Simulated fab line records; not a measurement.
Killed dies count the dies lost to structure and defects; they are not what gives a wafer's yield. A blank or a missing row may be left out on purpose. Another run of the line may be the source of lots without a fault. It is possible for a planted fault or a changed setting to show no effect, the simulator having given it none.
fab line records	flow n5Finfet
record: lots: 9	wafers: 27	lastDay: 18
route steps=1938 shown BEOL_M5@1159 BEOL_M6@1209 PASSIVATION@1936
lots that met no fault: from a run of the same line without faults
startH: the number of hours between the record's first day and the start of the first shown wafer of the lot	waitH: hours from the lot's prior step to this one	" as in the row above	L1.1+2: one row covering several wafers at once	- no value, or no start was given	* or withheld: withheld	< > ~ a bound
route shown NAME@n: NAME is a module with steps in the file, n the number in the route of the first one	usual: mean/standard deviation taken from wafers without a fault	same: alike in all rows	chamber/n: place in a boat	sites: each site's reading	_std_site: standard deviation of those values	_edge_site: inner sites' mean taken away from outer sites' mean	radiusMm: how far each site lies from the wafer's centre	mask NAME#n: copy n	behind: tool/chamber where the wafer was last shaped	hold: cause of the lot's hold/its duration in hours/its outcome	device: which transistor (n, p or np) failed to switch	end of line: the tests these same wafers got at the end of their route	where a step has no rows: the recipe by itself	killed: at the first sort, the dies lost to defects and structure; wafer yield is something else	map: shows each die of a wafer: x if killed, . if not, _ if none is there
set.NAME: the setting the step ran with; set.NAME@STEP: the setting that earlier step ran with	model.NAME: the simulator's own value behind a step, which no gauge read
a sample of lots followed through the steps of the route, with each step as a table and each wafer as a row
services: the hour from which a tool's chamber was out of use, counted from the record's first day as startH (under 0 if before that day), plus the number of hours and why
== steps ==
step: N5_BEOL_M5_STRIP_36
recipe: chemistry: N2/H2	powerW: 450	tempC: 40	pressureMtorr: 20	rfFrequencyHz: 6e+07	overashFraction: 0.3	biasPowerW: 7	h2Frac: 0.5	n2FlowSccm: 200	h2FlowSccm: 200
usual: biasPowerW: 7.001/0.021	drypumpMotorCurrentA: 5.7/0.34	h2FlowSccm: 199.9/0.63	n2FlowSccm: 200.0/0.64	oesProductAu: 0.78/0.084	rfVppV: 59.1/1.5	showerheadPlenumPTorr: 2.53/0.11	throttleValvePct: 23.7/0.33
lot.wafer	tool	chamber	startH	waitH	biasPowerW	drypumpMotorCurrentA	h2FlowSccm	n2FlowSccm	oesProductAu	rfHoursCounterH	rfVppV	showerheadPlenumPTorr	throttleValvePct
L855.1	rieDiel-02	1	207.00	0.0	7.012	6.4	198.8	200.9	0.79	108	58.0	2.67	24.0
L855.3	"	3	"	"	6.988	5.5	201.1	199.9	0.75	167	59.9	2.53	23.8
L855.4	"	0	"	"	7.013	5.4	200.7	200.1	0.69	246	58.2	2.60	23.6
L858.2	rieDiel-02	0	214.99	0.0	7.014	5.4	200.8	198.8	0.70	249	60.2	2.60	23.6
L858.3	"	2	"	"	7.034	5.5	198.7	199.9	0.77	119	60.5	2.45	23.3
L858.4	"	1	"	"	7.040	6.4	200.4	199.5	0.78	110	57.6	2.67	24.0
L859.1	rieDiel-06	0	219.98	0.0	6.995	5.7	200.6	199.2	0.79	116	60.3	2.67	23.9
L859.3	"	1	"	"	7.011	5.9	200.4	199.9	0.75	147	57.5	2.34	24.0
L859.5	"	3	"	"	7.009	5.3	200.7	199.7	0.96	-	59.2	2.70	23.1
L860.1	rieDiel-06	3	228.93	0.0	6.964	5.3	200.0	199.5	0.94	14	60.7	2.70	23.1
L860.4	"	2	"	"	6.976	5.9	198.8	199.8	0.71	178	56.4	2.42	24.0
L860.6	"	1	"	"	7.003	6.0	199.9	201.2	0.75	-	59.5	2.34	24.0
L868.1	rieDiel-06	2	272.30	0.0	7.009	5.9	199.5	200.5	0.71	192	56.8	2.42	24.1
L868.2	"	1	"	"	7.008	5.9	200.1	200.0	0.75	162	57.9	2.33	24.0
L868.4	"	0	"	"	7.034	5.8	200.0	201.9	0.78	132	62.1	2.66	23.9
L867.1	rieDiel-06	1	277.37	0.0	6.971	5.9	199.9	199.5	0.75	163	59.2	2.33	24.0
L867.2	"	0	"	"	6.983	5.7	199.3	199.9	0.79	133	59.4	2.66	23.9
L867.6	"	2	"	"	6.981	5.8	199.2	199.3	0.70	-	58.2	2.42	24.1
L869.1	rieDiel-02	3	286.17	0.0	6.987	5.5	200.3	200.2	0.72	194	58.6	2.52	23.8
L869.2	"	1	"	"	7.011	6.3	199.9	200.4	0.75	132	57.0	2.66	24.0
L869.3	"	2	"	"	7.015	5.5	199.2	199.8	0.73	146	58.4	2.44	23.3
L871.1	rieDiel-05	0	289.47	0.0	7.054	6.1	200.1	200.4	0.71	195	59.2	2.52	23.7
L871.2	"	2	"	"	6.972	6.1	199.2	200.6	0.69	237	58.6	2.61	23.2
L871.3	"	3	"	"	7.006	5.6	200.3	200.9	0.87	48	60.8	2.48	23.8
L875.1	rieDiel-02	2	323.55	0.0	7.030	5.5	200.7	199.2	0.74	156	57.5	2.43	23.4
L875.2	"	3	"	"	6.998	5.5	199.8	199.3	0.71	205	61.2	2.51	23.8
L875.5	"	2	"	"	6.989	5.5	201.5	199.7	0.74	-	59.8	2.43	23.4
step: N5_BEOL_M5_SURFACE_TREAT_87
recipe: gas: Ar	timeS: *	ionEnergyEv: *	ionCurrentMaCm2: 0.5	pressureMtorr: *	arFlowSccm: 30
usual: throttleValvePct: *
lot.wafer	tool	chamber	startH	waitH	throttleValvePct
L855.1	pvdSputter-02	-	208.95	0.5	*
L855.3	"	-	"	"	*
L855.4	"	-	"	"	*
L858.2	pvdSputter-03	-	216.35	0.3	*
L858.3	"	-	"	"	*
L858.4	"	-	"	"	*
L859.1	pvdSputter-01	-	221.41	0.2	*
L859.3	"	-	"	"	*
L859.5	"	-	"	"	*
L860.1	pvdSputter-02	-	231.00	0.3	*
L860.4	"	-	"	"	*
L860.6	"	-	"	"	*
L868.1	pvdSputter-03	-	274.16	0.2	*
L868.2	"	-	"	"	*
L868.4	"	-	"	"	*
L867.1	pvdSputter-02	-	278.78	0.2	*
L867.2	"	-	"	"	*
L867.6	"	-	"	"	*
L869.1	pvdSputter-01	-	288.62	0.3	*
L869.2	"	-	"	"	*
L869.3	"	-	"	"	*
L871.1	pvdSputter-03	-	291.99	0.2	*
L871.2	"	-	"	"	*
L871.3	"	-	"	"	*
L875.1	pvdSputter-01	-	325.37	0.2	*
L875.2	"	-	"	"	*
L875.5	"	-	"	"	*
step: N5_BEOL_M5_SPUTTER_83
recipe: material: Cu	targetThkA: 150	tempC: -20	chamberPressurePa: 0.07	powerW: withheld	timeS: 27.62
usual: chuckSensorTempC: -16.1/0.53	throttleValvePct: 30.1/1.1
lot.wafer	tool	chamber	startH	waitH	chuckSensorTempC	throttleValvePct
L855.1	pvdSputter-02	-	211.40	0.5	-16.2	30.5
L855.3	"	-	"	"	-17.5	29.8
L855.4	"	-	"	"	-16.1	31.2
L858.2	pvdSputter-03	-	218.82	0.5	-16.3	31.1
L858.3	"	-	"	"	-16.1	28.4
L858.4	"	-	"	"	-15.0	30.5
L859.1	pvdSputter-02	-	223.80	0.5	-16.3	31.2
L859.3	"	-	"	"	-16.1	28.4
L859.5	"	-	"	"	-17.3	29.7
L860.1	pvdSputter-02	-	233.41	0.5	-16.3	31.0
L860.4	"	-	"	"	-17.2	29.7
L860.6	"	-	"	"	-15.9	31.1
L868.1	pvdSputter-03	-	276.58	0.5	-15.7	29.8
L868.2	"	-	"	"	-15.1	30.5
L868.4	"	-	"	"	-16.3	28.4
L867.1	pvdSputter-01	-	281.27	0.5	-16.4	29.5
L867.2	"	-	"	"	-16.0	31.9
L867.6	"	-	"	"	-15.9	29.3
L869.1	pvdSputter-01	-	291.13	0.5	-16.1	32.0
L869.2	"	-	"	"	-15.6	30.0
L869.3	"	-	"	"	-16.3	29.6
L871.1	pvdSputter-02	-	294.76	0.5	-16.1	31.0
L871.2	"	-	"	"	-16.1	28.5
L871.3	"	-	"	"	-17.5	29.8
L875.1	pvdSputter-01	-	328.04	0.6	-16.5	29.7
L875.2	"	-	"	"	-15.4	29.7
L875.5	"	-	"	"	-16.4	29.7
step: N5_BEOL_M5_CMP_52
recipe: stopOn: SiCOH_lowk	tOverpolishS: 6.9	downForcePsi: 1	platenRpm: 50	clearingPlatenDownForcePsi: 1.5	clearingPlatenRpm: 50	postCmpClean: cuAlkaline	targetThkNm: 62	clearingPlatenPadVelocityMS: 0.99484	padVelocityMS: 0.99484
usual: barrierFieldEndpointS: 24.6/0.55	motorCurrentA: 6.0/0.76	overpolishRunS: 6.900/0.0089	timeToEndpointS: 62.0/2.7
same: tOverpolishS: 6.9
lot.wafer	tool	chamber	startH	waitH	barrierFieldEndpointS	motorCurrentA	overpolishRunS	timeToEndpointS
L855.1	cmp-02	0	218.41	0.3	24.5	5.6	6.902	62.5
L855.3	"	1	"	"	24.7	6.2	6.913	64.6
L855.4	"	3	"	"	24.7	5.4	6.894	63.5
L858.2	cmp-03	3	223.42	0.2	23.9	7.3	6.902	63.0
L858.4	"	0	"	"	24.8	5.8	6.887	61.9
L858.3	"	1	"	"	23.9	6.0	6.910	60.2
L859.3	cmp-02	2	226.52	0.2	23.5	5.5	6.894	58.8
L859.1	"	1	"	"	24.4	6.4	6.883	62.3
L859.5	"	3	"	"	25.0	5.9	6.906	63.9
L860.1	cmp-02	0	236.20	0.3	24.0	5.2	6.904	55.5
L860.4	"	3	"	"	25.1	5.7	6.905	60.9
L860.6	"	0	"	"	24.2	5.4	6.899	56.8
L868.4	cmp-02	2	279.29	0.2	24.6	5.5	6.896	61.7
L868.2	"	3	"	"	24.8	5.7	6.898	64.7
L868.1	"	0	"	"	24.4	5.1	6.894	58.6
L867.2	cmp-02	2	283.96	0.2	24.7	5.3	6.900	57.6
L867.1	"	0	"	"	23.5	5.3	6.897	58.6
L867.6	"	2	"	"	24.3	5.2	6.898	59.9
L869.1	cmp-03	1	293.86	0.3	24.7	5.9	6.922	63.6
L869.3	"	2	"	"	25.5	6.3	6.917	63.4
L869.2	"	3	"	"	24.9	8.0	6.890	65.9
L871.3	cmp-03	1	297.50	0.2	24.2	5.9	6.904	59.2
L871.1	"	2	"	"	24.5	6.4	6.900	62.6
L871.2	"	3	"	"	24.3	7.5	6.893	61.1
L875.2	cmp-01	3	330.99	0.2	25.1	6.4	6.911	63.1
L875.1	"	2	"	"	25.1	5.2	6.901	62.4
L875.5	"	3	"	"	25.8	6.0	6.902	62.1
step: N5_BEOL_M5_INSPECT_58
recipe: inspectInstrument: darkfield	mode: postDep
usual: rawDefectCount: 63/18
lot.wafer	tool	chamber	startH	waitH	rawDefectCount
L855.1	defectInspect-02	-	218.99	0.0	76
L855.3	"	-	"	"	65
L855.4	"	-	"	"	64
L858.2	defectInspect-01	-	224.00	0.0	57
L858.3	"	-	"	"	60
L858.4	"	-	"	"	45
L859.1	defectInspect-02	-	227.10	0.0	81
L859.3	"	-	"	"	31
L859.5	"	-	"	"	70
L860.1	defectInspect-02	-	236.80	0.0	72
L860.4	"	-	"	"	60
L860.6	"	-	"	"	95
L868.1	defectInspect-02	-	279.84	0.0	44
L868.2	"	-	"	"	69
L868.4	"	-	"	"	418
L867.1	defectInspect-01	-	284.55	0.0	39
L867.2	"	-	"	"	348
L867.6	"	-	"	"	407
L869.1	defectInspect-02	-	294.40	0.0	87
L869.2	"	-	"	"	48
L869.3	"	-	"	"	36
L871.1	defectInspect-02	-	298.05	0.0	79
L871.2	"	-	"	"	65
L871.3	"	-	"	"	59
L875.1	defectInspect-01	-	331.60	0.0	82
L875.2	"	-	"	"	42
L875.5	"	-	"	"	73
step: N5_BEOL_M6_INSPECT_13
recipe: mode: adi	inspectInstrument: brightfield
usual: rawDefectCount: 391/85
lot.wafer	tool	chamber	startH	waitH	rawDefectCount
L855.1	defectInspect-01	-	221.04	0.0	486
L855.3	"	-	"	"	605
L855.4	"	-	"	"	428
L858.2	defectInspect-02	-	226.12	0.0	344
L858.3	"	-	"	"	417
L858.4	"	-	"	"	440
L859.1	defectInspect-01	-	229.15	0.0	366
L859.3	"	-	"	"	399
L859.5	"	-	"	"	322
L860.1	defectInspect-02	-	239.93	0.0	561
L860.4	"	-	"	"	649
L860.6	"	-	"	"	539
L868.1	defectInspect-02	-	283.07	0.0	555
L868.2	"	-	"	"	485
L868.4	"	-	"	"	819
L867.1	defectInspect-01	-	287.21	0.0	315
L867.2	"	-	"	"	629
L867.6	"	-	"	"	772
L869.1	defectInspect-01	-	297.83	0.0	390
L869.2	"	-	"	"	435
L869.3	"	-	"	"	353
L871.1	defectInspect-01	-	302.97	0.0	422
L871.2	"	-	"	"	284
L871.3	"	-	"	"	365
L875.1	defectInspect-01	-	333.78	0.0	387
L875.2	"	-	"	"	358
L875.5	"	-	"	"	271
step: N5_BEOL_M6_INSPECT_30
recipe: mode: adi	inspectInstrument: brightfield
usual: rawDefectCount: 406/94
lot.wafer	tool	chamber	startH	waitH	rawDefectCount
L855.1	defectInspect-01	-	223.44	0.1	493
L855.3	"	-	"	"	602
L855.4	"	-	"	"	418
L858.2	defectInspect-02	-	228.45	0.0	355
L858.3	"	-	"	"	436
L858.4	"	-	"	"	425
L859.1	defectInspect-01	-	230.16	0.1	392
L859.3	"	-	"	"	377
L859.5	"	-	"	"	313
L860.1	defectInspect-02	-	241.81	0.1	573
L860.4	"	-	"	"	664
L860.6	"	-	"	"	540
L868.1	defectInspect-02	-	285.83	0.1	566
L868.2	"	-	"	"	475
L868.4	"	-	"	"	812
L867.1	defectInspect-02	-	288.97	0.1	374
L867.2	"	-	"	"	664
L867.6	"	-	"	"	875
L869.1	defectInspect-02	-	302.02	0.1	465
L869.2	"	-	"	"	503
L869.3	"	-	"	"	400
L871.1	defectInspect-02	-	305.92	0.1	504
L871.2	"	-	"	"	345
L871.3	"	-	"	"	415
L875.1	defectInspect-02	-	334.80	0.1	445
L875.2	"	-	"	"	443
L875.5	"	-	"	"	295
step: N5_PASSIVATION_PROBE_49
usual: defectLimitedYield: 91.2/1.5	killed_at_M0_to_M3: 32/9.6	killed_at_M4_up: 13/5.3	killedAtContacts: 13/6.7	killedAtFrontEnd: 42/11	killedAtOther: 3.8/2.9	killedDies: 103/17	killedOnRim: 14/4.4	killedOpen: 67/13	killedShort: 35/7.9	sort_bin_5_function: 5.2/0.94	sort_bin_6_memory: 3.3/0.64	sortNPass: 1077/17	sortYieldPct: 91.2/1.5
same: grossDies: 1180	killedAtBackSide: 0	sort_bin_4_leakage[%]: 0	sort_bin_8_speed[%]: 0
lot.wafer	tool	chamber	startH	waitH	defectLimitedYield[%]	killed_at_M0_to_M3	killed_at_M4_up	killedAtContacts	killedAtFrontEnd	killedAtOther	killedDies	killedOnRim	killedOpen	killedShort	sort_bin_5_function[%]	sort_bin_6_memory[%]	sortNPass	sortYieldPct[%]
L868.1	prober-02	-	369.00	0.0	89.0	47	12	10	55	6	130	16	90	40	7.2	3.1	1050	89.0
L868.2	prober-02	-	369.05	0.1	91.3	37	4	11	47	4	103	23	77	26	5.1	3.5	1077	91.3
L868.4	prober-02	-	369.15	0.2	68.5	36	290	2	41	3	372	43	61	28	19.2	10.8	808	68.5
L867.1	prober-01	-	378.37	0.0	88.7	45	12	6	56	14	133	20	86	45	5.6	4.8	1047	88.7
L867.2	prober-01	-	378.42	0.1	69.2	46	263	10	40	4	363	55	69	42	18.2	10.6	817	69.2
L867.6	prober-01	-	378.62	0.3	66.7	33	297	12	45	6	393	42	76	36	21.1	10.2	787	66.7
killed by level:class
L868.1 FIN_SAQP:geometricParticle:open=22 FIN_SAQP:geometricParticle:short=11 BEOL_M0_SAQP:geometricParticle:short=10 MOL_CONTACT_COAG:geometricParticle:open=9 BEOL_M0_SAQP:geometricParticle:open=9 BEOL_M3:geometricParticle:open=8 BEOL_M1:geometricParticle:open=8 BEOL_M2:geometricParticle:open=6
L868.2 FIN_SAQP:geometricParticle:open=14 BEOL_M2:geometricParticle:open=11 DUMMY_GATE:geometricParticle:open=9 MOL_CONTACT_COAG:geometricParticle:open=9 BEOL_M3:geometricParticle:open=9 FIN_SAQP:geometricParticle:short=6 STI_FIN_REVEAL:geometricParticle:open=6 BEOL_M2:geometricParticle:short=5
L868.4 BEOL_M5:unspecified=283 FIN_SAQP:geometricParticle:open=14 FIN_SAQP:geometricParticle:short=8 BEOL_M0_SAQP:geometricParticle:open=8 BEOL_M2:geometricParticle:open=8 BEOL_M3:geometricParticle:open=6 STI_FIN_REVEAL:geometricParticle:open=5 BEOL_M0_SAQP:geometricParticle:short=5
L867.1 FIN_SAQP:geometricParticle:open=24 BEOL_M3:geometricParticle:open=13 FIN_SAQP:geometricParticle:short=10 BEOL_M1:geometricParticle:open=10 STI_FIN_REVEAL:geometricParticle:open=8 BEOL_M3:geometricParticle:short=7 MOL_CONTACT_COAG:geometricParticle:open=5 PAD_METAL:geometricParticle:short=5
L867.2 BEOL_M5:unspecified=252 BEOL_M1:geometricParticle:open=17 STI_FIN_REVEAL:geometricParticle:open=16 FIN_SAQP:geometricParticle:open=10 BEOL_M0:geometricParticle:short=9 BEOL_M0_SAQP:geometricParticle:short=8 MOL_CONTACT_COAG:geometricParticle:open=6 BEOL_M1:geometricParticle:short=5
L867.6 BEOL_M5:unspecified=281 FIN_SAQP:geometricParticle:open=15 MOL_CONTACT_COAG:geometricParticle:open=11 FIN_SAQP:geometricParticle:short=10 BEOL_M1:geometricParticle:open=10 BEOL_M2:geometricParticle:open=6 BEOL_M4:geometricParticle:open=6 GATE_CUT:geometricParticle:short=5
== services ==
tool	chamber	startH	hours	kind
rieDiel-06	1	185.66	1.9	repair
rieDiel-02	2	186.31	1.2	repair
cmp-02	-	205.70	5.9	pm
rieDiel-02	-	211.42	0.1	repair
rieDiel-02	0	219.73	-	clean
rieDiel-02	0	219.73	-	consumableReplace:focusRing
rieDiel-02	1	234.79	10.1	repair
cmp-03	-	243.11	0.5	repair
cmp-01	-	247.09	1.8	repair
cmp-02	-	247.15	4.0	pm
cmp-02	-	251.15	-	consumableReplace:conditioner
cmp-02	-	251.15	-	consumableReplace:pad
cmp-02	-	256.86	1.4	repair
cmp-01	-	268.50	4.0	pm
pvdSputter-03	-	271.86	1.3	repair
cmp-01	-	272.50	-	consumableReplace:conditioner
cmp-01	-	272.50	-	consumableReplace:pad
cmp-01	-	279.79	0.9	repair
rieDiel-05	0	290.58	14.1	repair
cmp-01	-	306.65	1.1	repair
rieDiel-06	2	323.89	4.5	repair
cmp-02	-	326.83	0.7	repair
== key ==
firstSign: step: N5_BEOL_M5_INSPECT_58	reading: rawDefectCount	direction: up	sigmas: 18	usual: 63	struck: 391
effect: step: N5_BEOL_M6_INSPECT_13	reading: rawDefectCount	direction: up	sigmas: 4.1	usual: 391	struck: 740
effect: step: N5_BEOL_M6_INSPECT_30	reading: rawDefectCount	direction: up	sigmas: 4	usual: 406	struck: 784
effect: step: N5_PASSIVATION_PROBE_49	reading: killed_at_M4_up	direction: up	sigmas: 51	usual: 13	struck: 283
moreKillsBornAt: N5_BEOL_M5_CMP_52@cmp-02: 816
metAt N5_BEOL_M5_CMP_52
struckLots L867,L868
struckWafers L867.2,L867.6,L868.4
notActingAt N5_BEOL_M5_STRIP_36,N5_BEOL_M5_SURFACE_TREAT_87,N5_BEOL_M5_SPUTTER_83
onsetBetween 226.52 279.29
fault: kind: chamberParticleSource	tool: cmp-02	chamber: 2	onsetH: 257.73	steps: N5_BEOL_M5_CMP_52	ratePerVisitCm2: 0.53588	endH: 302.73
